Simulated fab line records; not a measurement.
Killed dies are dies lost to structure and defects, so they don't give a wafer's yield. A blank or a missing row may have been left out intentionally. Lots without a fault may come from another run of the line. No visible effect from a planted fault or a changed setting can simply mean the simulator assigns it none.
Matching of chambers	flow n5_finfet	3 sister chambers for N5_BEOL_M3_PRE_CLEAN_60 on cvd_co-01
The step time 15 s. 3 wafers are shown with their chamber, then 7 later ones without.

## WAFERS, EACH WITH ITS CHAMBER
wafer	chamber	heater_power_w (W)
L151.2	2	76
L151.5	1	124
L158.4	0	115

## WAFERS WHOSE CHAMBER IS MISSING
wafer	heater_power_w (W)
L158.5	121
L165.1	112
L165.3	124
L165.5	125
L167.2	78
L167.4	78
L167.5	112

## EACH ONE'S CHAMBER
wafer	from the rows above	in truth
L158.5	can't be placed: 1 or 0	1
L165.1	0	0
L165.3	1	1
L165.5	1	1
L167.2	2	2
L167.4	2	2
L167.5	0	0
Correctly placed: 6 of 7. Unplaceable from these rows: 1, with the true chamber sitting among the candidates in 1. Number placed wrongly: 0.
How it was worked out, from the rows above alone: a wafer's distance from a chamber is the root of the sum, over the readings, of the square of ((its reading less the chamber's mean) divided by the reading's scatter). If the next closest chamber is less than 2 further off than the closest, the wafer can't be placed; otherwise it belongs to the closest. Each chamber's mean is taken over the wafers shown for it. The scatter: with one shown wafer a chamber, the root of the mean of the squares of how far each hidden wafer lies from its nearest shown one.
